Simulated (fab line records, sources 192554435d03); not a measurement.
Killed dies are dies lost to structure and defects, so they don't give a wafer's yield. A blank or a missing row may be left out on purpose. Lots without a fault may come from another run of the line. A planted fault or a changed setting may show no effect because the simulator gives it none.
A struck lot beside a sound one | flow n5_finfet | 18 steps out of a route of 1938
Sound: wafers L133.3, L133.4, L133.6. Struck: wafers L125.1, L125.2, L125.5. The cause comes at the end.
At each step with rows: each side's tool, then ch and its chambers, then its first start. Under that, the readings that differ: sound wafers | struck wafers | difference of the means | sigmas: that difference in standard deviations of wafers without a fault.
alike: readings whose means differ by less than 2 such deviations, and words and numbers that are the same on both sides. not compared: withheld readings, readings that some wafer has no value for, bounds like >300 that may hide the same value, and numbers for which the record gives no deviation and whose values overlap.
The two part at a step that has a row with sigmas, a row that says differs or no value, or rows on one side only. Numbers that don't overlap but have no deviation are shown without sigmas and don't part them. A reading that every wafer of one side lacks parts them only if that side has two wafers or more.

N5_BEOL_M11_ETCH_61: etches SiARC in CF4, target depth 39 nm, time 65 s.
  sound on rie_diel-06 ch 0,1,3, day 15 00:25; struck on rie_diel-02 ch 0,2,3, day 13 08:28
  reading      | sound             | struck            | difference | sigmas
  rf_vpp_V (V) | 184.0 182.9 182.1 | 185.0 186.0 185.0 | +2.3       | +2
  alike: drypump_motor_current_A, etch_rf_on_time_s, oes_product_au, showerhead_plenum_p_Torr, throttle_valve_pct
  not compared: rf_hours_counter_h
N5_BEOL_M11_ETCH_62: etches SOC in N2/H2, target depth 110 nm, overetch 22 nm, time 165 s.
  sound on rie_diel-06 ch 0,1,3, day 15 00:28; struck on rie_diel-02 ch 0,2,3, day 13 08:31
  alike: drypump_motor_current_A, oes_product_au, rf_vpp_V, showerhead_plenum_p_Torr, throttle_valve_pct
  not compared: rf_hours_counter_h
then, 1 step without rows for these wafers: N5_BEOL_M11_STRIP_68 (strips in N2/H2).
N5_BEOL_M11_STRIP_67: strips in CF4.
  sound on rie_diel-06 ch 0,1,3, day 15 00:37; struck on rie_diel-02 ch 0,2,3, day 13 08:40
  alike: drypump_motor_current_A, oes_product_au, rf_vpp_V, showerhead_plenum_p_Torr, throttle_valve_pct
  not compared: rf_hours_counter_h
N5_BEOL_M11_HM_OPEN_17: chemistry Cl2/BCl3, target TiN, target depth 20 nm, overetch 6 nm.
  sound on rie_metal-03 ch 0,1, day 15 00:41; struck on rie_metal-03 ch 0,1, day 13 08:42
  alike: drypump_motor_current_A, oes_product_au, throttle_valve_pct
  not compared: rf_hours_counter_h
N5_BEOL_M11_STRIP_19: strips in O2.
  sound on rie_diel-02 ch 0,1,2, day 15 00:47; struck on rie_diel-01 ch 0,1, day 13 08:49
  alike: drypump_motor_current_A, oes_product_au, rf_vpp_V, showerhead_plenum_p_Torr, throttle_valve_pct
  not compared: rf_hours_counter_h
N5_BEOL_M11_CD_MEAS_18: pitch 140 nm, target cd 70 nm.
  sound on cd_sem-01, day 15 00:51; struck on cd_sem-01, day 13 08:53
  alike: cd_nm
then, 5 steps without rows for these wafers: N5_BEOL_M11_COAT_63 (time 60 s, resist thk 100 nm); N5_BEOL_M11_COAT_64 (time 60 s, resist thk 30 nm); N5_BEOL_M11_COAT_22 (resist thk 90 nm); N5_BEOL_M11_EBR_24; N5_BEOL_M11_SOFTBAKE_23 (time 60 s).
N5_BEOL_M11_EXPOSE_25: exposes mask V10.
  sound on arfi_scanner-01 ch 0, day 15 03:34; struck on arfi_scanner-03 ch 0, day 13 10:02
  reading                          | sound | struck      | difference | sigmas
  model.BEOL_M11.overlay_x_nm (nm) | 0 0 0 | 9.6 9.6 9.6 | +9.6       |
  alike: mask
then, 2 steps without rows for these wafers: N5_BEOL_M11_PEB_26 (peb time 60 s); N5_BEOL_M11_DEVELOP_27 (develop time 30 s).
N5_BEOL_M11_CD_MEAS_28: target cd 70 nm.
  sound on cd_sem-03 ch 0, day 15 03:41; struck on cd_sem-02 ch 0, day 13 10:10
  alike: cd_nm
N5_BEOL_M11_OVL_MEAS_29:
  sound on overlay-02 ch 0, day 15 03:42; struck on overlay-01 ch 0, day 13 10:12
  reading      | sound         | struck      | difference | sigmas
  V10_OVL (nm) | -0.1 -1.0 0.1 | 9.1 9.8 9.7 | +9.9       | +15
N5_BEOL_M11_INSPECT_30: inspects for defects (brightfield).
  sound on defect_inspect-02, day 15 03:44; struck on defect_inspect-02, day 13 10:14
  alike: raw_defect_count

WHERE THEY PART
First at N5_BEOL_M11_ETCH_61; last, within this record, at N5_BEOL_M11_OVL_MEAS_29. Later steps at which nothing parts them and some readings are alike: N5_BEOL_M11_INSPECT_30.

WHY: what the simulator had put in
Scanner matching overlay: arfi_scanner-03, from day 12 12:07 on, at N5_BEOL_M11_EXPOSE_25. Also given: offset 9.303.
